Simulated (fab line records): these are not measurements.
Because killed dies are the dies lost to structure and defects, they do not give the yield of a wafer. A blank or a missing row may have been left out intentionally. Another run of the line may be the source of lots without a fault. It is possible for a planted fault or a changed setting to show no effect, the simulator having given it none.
fab line records	flow n5-finfet	part 1 of 2: steps 1 to 22 of 32
[record] lots = 5	wafers = 15	last-day = 17
route steps=1938 shown SDB@364 DUMMY_REMOVAL@377 HKMG_FIN@385
lots with no fault: from the same line, run without faults
start-h: hours from the record's opening day to when the first of the lot's shown wafers began	wait-h: how many hours have passed since the lot's step before this one	" same as the row above	L1.1+2: a single row standing in for several wafers	- value missing, or start not given	* or withheld: withheld	< > ~ a bound
route shown NAME@n: a module of which the file shows steps, and the number in the route of the first	usual: mean/standard deviation of fault-free wafers	same: alike in all rows	chamber/n: place in a boat	sites: each site's reading	_std_site: standard deviation across them	_edge_site: outer sites' mean less inner sites'	radius-mm: for every site, how far away it sits from the centre of the wafer	mask NAME#n: copy n	behind: the most recent tool/chamber to have shaped the wafer	hold: why the lot was held/for how many hours/how that ended	device: names the non-switching transistor (n, p or np)	end of line: tests run on the same wafers once the route is complete	a step with no rows: only its recipe	killed: not the wafer's yield, but the dies lost to structure and defects at the first sort	map: the dies of a wafer, with x for killed, . for not killed, _ for no die there
set.NAME: the setting that was run; set.NAME@STEP: the one run at that earlier step	model.NAME: the simulator's own value behind a step, which no gauge read
lots at some steps of the route; a table a step, a row a wafer
services: a tool's chamber out of use, with start hour (start-h, from the record's first day; less than 0 if before it), hours out, and reason
[[steps]]
[step N5_SDB_HM_OPEN_20]
[recipe] chemistry = CH3F/O2	target = SiNx	mask-material = SOC	target-depth-a = 240	stop-on = poly-Si	over-etch-frac = 0.4	ion-energy-ev = 120	pressure-mtorr = 30	source-w = 395	bias-w = 73	Ar_flow_sccm = 150	CH3F_flow_sccm = 30	O2_flow_sccm = 20
[usual] drypump-motor-current-A = 5.9/0.38	oes-product-au = 0.61/0.046	rf-vpp-V = 297/3.2	showerhead-plenum-p-Torr = 2.01/0.047	throttle-valve-pct = 16.45/0.13
lot.wafer	tool	chamber	start-h	wait-h	drypump-motor-current-A	oes-product-au	rf-hours-counter-h	rf-vpp-V	showerhead-plenum-p-Torr	throttle-valve-pct
L074.2	rie-diel-03	1	63.36	0.0	6.0	0.59	205	298	1.98	16.62
L074.4	"	0	"	"	5.5	0.59	185	293	2.07	16.28
L074.6	"	1	"	"	6.0	0.59	-	300	1.98	16.63
L089.2	rie-diel-04	2	158.27	0.0	5.2	0.60	182	293	1.99	16.62
L089.5	"	2	"	"	5.1	0.61	-	290	1.99	16.63
L089.6	"	3	"	"	6.0	0.59	-	291	1.97	16.46
L090.4	rie-diel-01	3	171.05	0.0	6.1	0.70	51	296	2.03	16.38
L090.5	"	2	"	"	5.9	0.62	-	298	2.01	16.22
L090.6	"	1	"	"	6.6	0.60	-	297	1.98	16.59
L093.3	rie-diel-03	2	191.11	0.0	5.8	0.58	186	297	1.98	16.51
L093.4	"	2	"	"	5.8	0.60	-	297	1.98	16.51
L093.6	"	0	"	"	5.5	0.58	-	293	2.06	16.36
L096.3	rie-diel-01	2	204.70	0.0	5.9	0.61	156	298	2.01	16.27
L096.4	"	0	"	"	6.5	0.72	40	304	2.12	16.39
L096.5	"	1	"	"	6.7	0.61	-	297	1.98	16.62
[step N5_SDB_STRIP_22]
[recipe] chemistry = N2/H2	power-w = 1000	temp-c = 250	h2-frac = 0.65	overash-fraction = 0.3	pressure-mtorr = withheld	n2-flow-sccm = 1750	h2-flow-sccm = 3250
[usual] drypump-motor-current-A = 5.83/0.053	heater-power-w = 356/40	oes-product-au = 0.714/0.0044	strip-time-to-endpoint-s = 96.29/0.28
lot.wafer	tool	chamber	start-h	wait-h	drypump-motor-current-A	heater-power-w	oes-product-au	rf-hours-counter-h	strip-time-to-endpoint-s
L074.2	plasma-asher-02	0	63.44	0.1	5.89	415	0.711	34	95.95
L074.4	"	0	"	"	5.91	421	0.719	-	96.29
L074.6	"	1	"	"	5.78	329	0.721	-	96.33
L089.2	plasma-asher-01	1	158.36	0.1	5.84	305	0.717	101	96.08
L089.5	"	1	"	"	5.83	310	0.715	-	96.11
L089.6	"	0	"	"	5.82	367	0.710	-	96.37
L090.4	plasma-asher-02	1	171.17	0.1	5.75	327	0.723	-	96.29
L090.5	"	1	"	"	5.78	335	0.712	-	96.60
L090.6	"	0	"	"	5.94	398	0.722	-	96.65
L093.3	plasma-asher-01	0	191.23	0.1	5.83	375	0.715	-	96.47
L093.4	"	1	"	"	5.80	309	0.719	-	96.48
L093.6	"	1	"	"	5.78	305	0.717	-	96.24
L096.3	plasma-asher-02	0	204.82	0.1	5.89	401	0.714	-	96.30
L096.4	"	1	"	"	5.77	329	0.715	-	96.04
L096.5	"	0	"	"	5.91	415	0.719	-	95.99
[step N5_SDB_PRECLEAN_23]
[recipe] chemistry = dHF	time-s = 30	temp-c = 25	dilution = withheld
lot.wafer	tool	chamber	start-h	wait-h
L074.2+4+6	wet-bench-06	7,5,3	63.59	0.1
L089.2+5+6	wet-bench-04	1,6,2	158.51	0.1
L090.4+5+6	wet-bench-06	5,1,6	171.27	0.1
L093.3+4+6	wet-bench-06	4,5,3	191.33	0.1
L096.3+4+5	wet-bench-06	3,5,0	204.93	0.1
[step N5_SDB_DUMMY_REMOVE_24]
[recipe] chemistry = TMAH	temp-c = 70	target = poly-Si	stop-on = SiO2	target-depth-nm = 142	conc-wt-pct = 5	time-s = 57	dry = ipa-marangoni	rinse-time-s = 30	rinse-temp-c = 23
[usual] bath-guard-temp-C = 70.0/0.46
lot.wafer	tool	chamber	start-h	wait-h	bath-guard-temp-C
L074.2	wet-bench-06	7	63.60	0.0	70.4
L074.4	"	5	"	"	69.9
L074.6	"	3	"	"	69.6
L089.2	wet-bench-04	1	158.53	0.0	70.9
L089.5	"	6	"	"	69.8
L089.6	"	2	"	"	70.1
L090.4	wet-bench-06	5	171.28	0.0	69.8
L090.5	"	1	"	"	69.6
L090.6	"	6	"	"	70.0
L093.3	wet-bench-06	4	191.35	0.0	69.9
L093.4	"	5	"	"	69.6
L093.6	"	3	"	"	70.1
L096.3	wet-bench-06	3	204.94	0.0	69.4
L096.4	"	5	"	"	69.7
L096.5	"	0	"	"	70.3
[step N5_SDB_ETCH_25]
[recipe] chemistry = C4F6/O2	target = SiO2	target-depth-a = 100	time-s = 3.3	ion-energy-ev = 250	mask-material = SiNx	pressure-mtorr = 30	source-w = 345	bias-w = 185	Ar_flow_sccm = 300	C4F6_flow_sccm = 10	O2_flow_sccm = 10
[usual] drypump-motor-current-A = 5.9/0.44	oes-product-au = 0.77/0.079	rf-vpp-V = 666/7.4	showerhead-plenum-p-Torr = 2.88/0.068	throttle-valve-pct = 21.26/0.14
lot.wafer	tool	chamber	start-h	wait-h	drypump-motor-current-A	oes-product-au	rf-hours-counter-h	rf-vpp-V	showerhead-plenum-p-Torr	throttle-valve-pct
L074.2	rie-diel-03	2	64.44	0.8	5.8	0.74	138	664	2.84	21.20
L074.4	"	1	"	"	6.0	0.72	206	667	2.82	21.43
L074.6	"	0	"	"	5.5	0.72	-	658	2.94	21.09
L089.2	rie-diel-04	1	158.62	0.1	5.7	0.78	131	668	2.96	21.36
L089.5	"	0	"	"	5.4	0.70	-	669	2.81	21.13
L089.6	"	1	"	"	5.7	0.78	-	669	2.96	21.38
L090.4	rie-diel-04	1	171.70	0.4	5.7	0.77	-	668	2.96	21.37
L090.5	"	0	"	"	5.4	0.70	-	670	2.81	21.15
L090.6	"	2	"	"	5.2	0.72	-	652	2.84	21.50
L093.3	rie-diel-01	3	191.90	0.5	6.1	0.85	58	661	2.89	21.29
L093.4	"	0	"	"	6.5	0.88	35	680	3.02	21.29
L093.6	"	0	"	"	6.5	0.87	-	680	3.01	21.28
L096.3	rie-diel-03	0	205.00	0.0	5.5	0.68	237	658	2.92	21.15
L096.4	"	1	"	"	6.0	0.98	1	667	2.80	21.12
L096.5	"	0	"	"	5.5	0.67	-	657	2.92	21.15
[step N5_SDB_CUT_ETCH_26]
[recipe] chemistry = HBr/Cl2/O2	target = Si	target-depth-a = 1296	bt-time-s = 20	mask-material = SiNx	time-s = 51.8	ion-energy-ev = *	bias-w = *	pressure-mtorr = 10	icp-w = 800	HBr_flow_sccm = 150	Cl2_flow_sccm = 80	O2_flow_sccm = 12
[usual] drypump-motor-current-A = 5.65/0.26	oes-product-au = 1.001/0.015	throttle-valve-pct = 37.17/0.23
[same] bt-time-s = 20
lot.wafer	tool	chamber	start-h	wait-h	drypump-motor-current-A	oes-product-au	rf-hours-counter-h	throttle-valve-pct
L074.2	rie-si-02	1	64.52	0.1	5.17	1.008	86	37.29
L074.4	"	2	"	"	5.85	1.009	101	37.34
L074.6	"	2	"	"	5.87	1.009	-	37.34
L089.2	rie-si-03	0	158.71	0.1	5.87	1.005	49	36.91
L089.5	"	1	"	"	5.77	1.008	-	36.92
L089.6	"	2	"	"	5.34	1.003	-	36.98
L090.4	rie-si-02	2	171.76	0.0	5.83	1.008	103	37.33
L090.5	"	0	"	"	5.98	0.996	-	37.35
L090.6	"	3	"	"	5.40	1.010	-	37.54
L093.3	rie-si-03	2	191.98	0.1	5.33	1.002	106	37.00
L093.4	"	3	"	"	5.92	0.966	163	37.24
L093.6	"	3	"	"	5.89	0.973	-	37.22
L096.3	rie-si-03	1	205.09	0.1	5.78	1.007	20	36.90
L096.4	"	0	"	"	5.85	1.010	50	36.89
L096.5	"	0	"	"	5.85	1.002	-	36.90
[step N5_SDB_PRECLEAN_38]
[recipe] chemistry = dHF	time-s = 10	dilution = 750:1	temp-c = 25
lot.wafer	tool	chamber	start-h	wait-h
L074.2+4+6	wet-bench-06	3,6,5	64.64	0.1
L089.2+5+6	wet-bench-06	6,2,0	158.84	0.1
L090.4+5+6	wet-bench-06	6,5,3	172.11	0.3
L093.3+4+6	wet-bench-06	7,4,1	192.10	0.1
L096.3+4+5	wet-bench-04	1,5,4	205.20	0.1
[step N5_SDB_PRECLEAN_39]
[recipe] chemistry = O3/DIW	time-s = 45	temp-c = 22	o3-ppm = 10
lot.wafer	tool	chamber	start-h	wait-h
L074.2+4+6	wet-bench-06	3,6,5	64.64	0.0
L089.2+5+6	wet-bench-06	6,2,0	158.84	0.0
L090.4+5+6	wet-bench-06	6,5,3	172.12	0.0
L093.3+4+6	wet-bench-06	7,4,1	192.10	0.0
L096.3+4+5	wet-bench-04	1,5,4	205.21	0.0
[step N5_SDB_SRD_28]
[recipe] dry = ipa-marangoni	time-s = 30	temp-c = 23	rinse-liquid = diw
lot.wafer	tool	chamber	start-h	wait-h
L074.2+4+6	wet-bench-06	3,6,5	64.65	0.0
L089.2+5+6	wet-bench-06	6,2,0	158.86	0.0
L090.4+5+6	wet-bench-06	6,5,3	172.13	0.0
L093.3+4+6	wet-bench-06	7,4,1	192.12	0.0
L096.3+4+5	wet-bench-04	1,5,4	205.22	0.0
[step N5_SDB_ALD_29]
[recipe] material = SiNx	target-thk-a = 300	temp-c = 400	ald-precursor-family = SiH2I2	ald-co-reactant = N2/H2-plasma	pulse-time-s = 1	ald-cycles = 600	purge-time-s = 2	co-reactant-purge-time-s = 2	pressure-torr = 2
[usual] heater-power-w = 845/71	precursor-pulse-height-rel = 0.999/0.018
lot.wafer	tool	chamber	start-h	wait-h	heater-power-w	precursor-pulse-height-rel
L074.2	ald-sin-04	1	64.70	0.0	743	1.016
L074.4	"	0	"	"	884	1.056
L074.6	"	2	66.05	1.4	881	1.002
L089.2	ald-sin-03	2	158.90	0.0	830	1.028
L089.5	"	1	160.26	1.4	842	0.998
L089.6	"	0	"	"	785	0.986
L090.4	ald-sin-02	0	172.19	0.0	960	0.970
L090.5	"	3	173.54	1.4	925	1.005
L090.6	"	2	"	"	858	0.979
L093.3	ald-sin-02	2	192.16	0.0	873	0.980
L093.4	"	0	"	"	956	1.000
L093.6	"	0	193.52	1.4	951	0.987
L096.3	ald-sin-04	3	205.27	0.0	753	0.979
L096.4	"	0	"	"	907	0.963
L096.5	"	3	206.62	1.4	755	1.014
[step N5_SDB_CMP_30]
[recipe] stop-on = poly-Si	t-overpolish-s = 1.54	post-cmp-clean = alkaline-brush	down-force-psi = 4.1491	platen-rpm = 51.796	pad-velocity-m-s = 1.0306	target-thk-nm = 30
[usual] motor-current-A = 12.7/1.3	overpolish-run-s = 1.539/0.0081	platen-rpm = 51.79/0.034	time-to-endpoint-s = 16.9/1.9
lot.wafer	tool	chamber	start-h	wait-h	motor-current-A	overpolish-run-s	platen-rpm	time-to-endpoint-s
L074.4	cmp-02	0	67.60	1.5	11.9	1.535	51.80	15.2
L074.2	"	1	"	"	12.3	1.545	51.80	15.9
L074.6	"	2	"	"	11.6	1.539	51.85	17.8
L089.2	cmp-03	0	161.68	1.4	12.9	1.530	51.83	14.5
L089.6	"	3	"	"	13.0	1.545	51.76	17.8
L089.5	"	0	"	"	13.2	1.527	51.83	16.5
L090.4	cmp-01	2	175.13	1.6	13.3	1.532	51.81	15.5
L090.6	"	1	"	"	14.0	1.532	51.80	17.2
L090.5	"	2	"	"	14.1	1.548	51.80	16.3
L093.4	cmp-01	2	194.90	1.4	14.0	1.534	51.82	16.2
L093.3	"	3	"	"	12.6	1.534	51.80	13.8
L093.6	"	2	"	"	14.7	1.543	51.81	16.7
L096.4	cmp-02	2	208.04	1.4	11.4	1.542	51.75	20.5
L096.3	"	3	"	"	15.3	1.549	51.78	14.1
L096.5	"	2	"	"	11.4	1.533	51.79	16.9
[step N5_SDB_THK_MEAS_31]
[recipe] reads = a-Si_of_DUMMY_GATE_CVD_03
[usual] SDB_THK = 64.2/0.88
lot.wafer	tool	chamber	start-h	wait-h	SDB_THK[nm]
L074.2	film-metro-01	-	67.81	-	65.6
L074.4	"	-	"	"	64.1
L074.6	"	-	"	"	64.7
L089.2	film-metro-01	-	161.93	-	64.2
L089.5	"	-	"	"	63.5
L089.6	"	-	"	"	63.3
L090.4	film-metro-02	-	175.39	-	64.4
L090.5	"	-	"	"	64.8
L090.6	"	-	"	"	64.2
L093.3	film-metro-02	-	195.19	-	65.9
L093.4	"	-	"	"	65.6
L093.6	"	-	"	"	64.3
L096.3	film-metro-01	-	208.30	-	63.9
L096.4	"	-	"	"	63.0
L096.5	"	-	"	"	64.9
[step N5_SDB_INSPECT_36]
[recipe] inspect-instrument = darkfield	mode = post-cmp
[usual] raw-defect-count = 37/18
lot.wafer	tool	chamber	start-h	wait-h	raw-defect-count
L074.2	defect-inspect-01	-	67.84	0.0	19
L074.4	"	-	"	"	44
L074.6	"	-	"	"	25
L089.2	defect-inspect-01	-	161.96	0.0	55
L089.5	"	-	"	"	52
L089.6	"	-	"	"	45
L090.4	defect-inspect-01	-	175.41	0.0	25
L090.5	"	-	"	"	30
L090.6	"	-	"	"	20
L093.3	defect-inspect-01	-	195.22	0.0	28
L093.4	"	-	"	"	26
L093.6	"	-	"	"	24
L096.3	defect-inspect-02	-	208.32	0.0	33
L096.4	"	-	"	"	27
L096.5	"	-	"	"	43
[step N5_DUMMY_REMOVAL_HM_STRIP_01]
[recipe] chemistry = CH3F/O2	material = SiNx	target-depth-a = 40	stop-on = poly-Si	time-s = 6.8	over-etch-frac = 0.3	ion-energy-ev = 60	power-w = 410	bias-w = 29	Ar_flow_sccm = 150	CH3F_flow_sccm = 30	O2_flow_sccm = 20
[usual] drypump-motor-current-A = 5.7/0.45	oes-product-au = 0.64/0.069	rf-vpp-V = 127.4/1	showerhead-plenum-p-Torr = 2.01/0.071	throttle-valve-pct = 16.37/0.23
lot.wafer	tool	chamber	start-h	wait-h	drypump-motor-current-A	oes-product-au	rf-hours-counter-h	rf-vpp-V	showerhead-plenum-p-Torr	throttle-valve-pct
L074.2	rie-diel-05	1	67.90	0.1	5.8	0.63	141	128.6	2.09	16.44
L074.4	"	0	"	"	5.6	0.58	223	126.0	1.97	16.29
L074.6	"	1	"	"	5.8	0.64	-	127.1	2.09	16.41
L089.2	rie-diel-05	1	161.99	0.0	5.8	0.61	172	129.1	2.08	16.48
L089.5	"	1	"	"	5.9	0.62	-	127.0	2.08	16.50
L089.6	"	3	"	"	5.7	0.55	-	127.5	1.89	16.61
L090.4	rie-diel-05	0	175.70	0.3	5.7	0.80	-	128.0	1.96	15.85
L090.5	"	2	"	"	5.4	0.59	-	127.0	1.99	16.69
L090.6	"	1	"	"	5.9	0.61	-	127.3	2.08	16.50
L093.3	rie-diel-05	1	195.25	0.0	5.8	0.61	185	127.9	2.08	16.51
L093.4	"	0	"	"	5.6	0.77	-	127.8	1.96	15.89
L093.6	"	2	"	"	5.4	0.59	-	126.9	1.99	16.70
L096.3	rie-diel-05	3	208.42	0.1	5.7	0.77	3	129.3	2.14	16.16
L096.4	"	0	"	"	5.7	0.76	11	126.9	1.96	15.87
L096.5	"	2	"	"	5.4	0.59	-	125.6	1.99	16.71
[step N5_DUMMY_REMOVAL_STRIP_10]
[recipe] chemistry = N2/H2	time-s = 40	power-w = 100	temp-c = 40	pressure-mtorr = 100	rf-frequency-hz = 6e+07	bias-power-w = 3	n2-flow-sccm = 300	h2-flow-sccm = 300
[usual] drypump-motor-current-A = 5.7/0.45	oes-product-au = 0.79/0.092	rf-vpp-V = 45.3/0.9	showerhead-plenum-p-Torr = 3.40/0.12	throttle-valve-pct = 12.29/0.27
lot.wafer	tool	chamber	start-h	wait-h	drypump-motor-current-A	oes-product-au	rf-hours-counter-h	rf-vpp-V	showerhead-plenum-p-Torr	throttle-valve-pct
L074.2	rie-diel-05	1	67.93	0.0	5.9	0.78	141	44.8	3.52	12.41
L074.4	"	0	"	"	5.6	0.71	223	43.1	3.34	12.33
L074.6	"	1	"	"	5.9	0.77	-	47.0	3.52	12.38
L089.2	rie-diel-05	1	162.03	0.0	5.9	0.76	172	44.9	3.51	12.49
L089.5	"	1	"	"	5.9	0.75	-	47.6	3.51	12.47
L089.6	"	3	"	"	5.7	0.67	-	44.0	3.19	12.62
L090.4	rie-diel-05	0	175.75	0.0	5.7	1.01	-	44.1	3.33	11.76
L090.5	"	2	"	"	5.4	0.73	-	45.1	3.37	12.61
L090.6	"	1	"	"	5.9	0.75	-	45.4	3.50	12.47
L093.3	rie-diel-05	1	195.29	0.0	5.8	0.74	185	45.6	3.50	12.49
L093.4	"	0	"	"	5.7	0.96	-	44.5	3.32	11.79
L093.6	"	2	"	"	5.4	0.73	-	44.3	3.36	12.63
L096.3	rie-diel-05	3	208.45	0.0	5.7	0.97	3	46.2	3.59	12.01
L096.4	"	0	"	"	5.6	0.95	11	45.4	3.32	11.79
L096.5	"	2	"	"	5.4	0.72	-	45.1	3.36	12.63
[step N5_DUMMY_REMOVAL_PRECLEAN_07]
[recipe] chemistry = dHF	time-s = 30	temp-c = 25	dilution = withheld
lot.wafer	tool	chamber	start-h	wait-h
L074.2+4+6	wet-bench-05	0,7,6	68.02	0.1
L089.2+5+6	wet-bench-05	1,7,0	162.12	0.1
L090.4+5+6	wet-bench-03	5,3,0	175.81	0.0
L093.3+4+6	wet-bench-05	2,5,3	195.38	0.1
L096.3+4+5	wet-bench-02	5,6,3	208.55	0.1
[step N5_DUMMY_REMOVAL_DUMMY_REMOVE_02]
[recipe] chemistry = TMAH	temp-c = 70	target = poly-Si	stop-on = SiO2	target-depth-nm = 142	conc-wt-pct = 5	time-s = 57	dry = ipa-marangoni	rinse-time-s = 30	rinse-temp-c = 23
[usual] bath-guard-temp-C = 70.1/0.7
lot.wafer	tool	chamber	start-h	wait-h	bath-guard-temp-C
L074.2	wet-bench-05	0	68.03	0.0	70.4
L074.4	"	7	"	"	70.8
L074.6	"	6	"	"	69.1
L089.2	wet-bench-05	1	162.13	0.0	70.1
L089.5	"	7	"	"	70.8
L089.6	"	0	"	"	69.9
L090.4	wet-bench-03	5	175.82	0.0	70.4
L090.5	"	3	"	"	69.8
L090.6	"	0	"	"	70.8
L093.3	wet-bench-05	2	195.39	0.0	68.8
L093.4	"	5	"	"	69.6
L093.6	"	3	"	"	70.3
L096.3	wet-bench-02	5	208.56	0.0	69.3
L096.4	"	6	"	"	70.2
L096.5	"	3	"	"	69.7
[step N5_DUMMY_REMOVAL_INSPECT_06]
[recipe] inspect-instrument = brightfield	mode = aei
[usual] raw-defect-count = 11/5
lot.wafer	tool	chamber	start-h	wait-h	raw-defect-count
L074.2	defect-inspect-01	-	68.09	0.0	9
L074.4	"	-	"	"	9
L074.6	"	-	"	"	5
L089.2	defect-inspect-01	-	162.19	0.0	7
L089.5	"	-	"	"	6
L089.6	"	-	"	"	12
L090.4	defect-inspect-01	-	175.88	0.0	12
L090.5	"	-	"	"	8
L090.6	"	-	"	"	3
L093.3	defect-inspect-02	-	195.46	0.0	8
L093.4	"	-	"	"	31
L093.6	"	-	"	"	9
L096.3	defect-inspect-02	-	208.61	0.0	9
L096.4	"	-	"	"	21
L096.5	"	-	"	"	16
[step N5_DUMMY_REMOVAL_PRECLEAN_08]
[recipe] chemistry = NF3:NH3	afs-cycles = 2	temp-c = 30	time-s = 20	sublimation-temp-c = 180	sublimation-time-s = 60	pressure-torr = 3	rf-power-w = 30
lot.wafer	tool	chamber	start-h	wait-h
L074.2+4+6	remote-plasma-01	1	68.36	0.3
L089.2+5+6	remote-plasma-01	0	162.25	0.1
L090.4+5+6	remote-plasma-02	1	176.00	0.1
L093.3+4+6	remote-plasma-01	0	195.55	0.1
L096.3+4+5	remote-plasma-02	0	208.71	0.1
[step N5_DUMMY_REMOVAL_PRECLEAN_04]
[recipe] chemistry = DHF	time-s = 37	temp-c = 25	dilution = 500:1
lot.wafer	tool	chamber	start-h	wait-h
L074.2+4+6	wet-bench-03	7,3,4	68.54	0.2
L089.2+5+6	wet-bench-02	7,5,0	162.43	0.2
L090.4+5+6	wet-bench-05	6,3,4	176.12	0.1
L093.3+4+6	wet-bench-02	1,6,7	195.70	0.1
L096.3+4+5	wet-bench-05	3,5,7	208.86	0.1
[step N5_DUMMY_REMOVAL_SRD_05]
[recipe] dry = ipa-marangoni	do-ppb = 5	time-s = 30	temp-c = 23	rinse-liquid = diw
lot.wafer	tool	chamber	start-h	wait-h
L074.2+4+6	wet-bench-03	7,3,4	68.55	0.0
L089.2+5+6	wet-bench-02	7,5,0	162.45	0.0
L090.4+5+6	wet-bench-05	6,3,4	176.14	0.0
L093.3+4+6	wet-bench-02	1,6,7	195.72	0.0
L096.3+4+5	wet-bench-05	3,5,7	208.87	0.0
[step N5_HKMG_FIN_IL_REGROW_00]
[recipe] material = SiO2	target-thk-a = 7.5	chemistry = O3	temp-c = withheld	time-s = 30
lot.wafer	tool	chamber	start-h	wait-h
L074.2+4+6	ald-hk-03	3,2,2	68.60	0.0
L089.2+5+6	ald-hk-03	3,3,0	162.49	0.0
L090.4+5+6	ald-hk-01	1,0,1	176.18	0.0
L093.3+4+6	ald-hk-01	1,2,0	195.76	0.0
L096.3+4+5	ald-hk-03	1,0,1	208.92	0.0
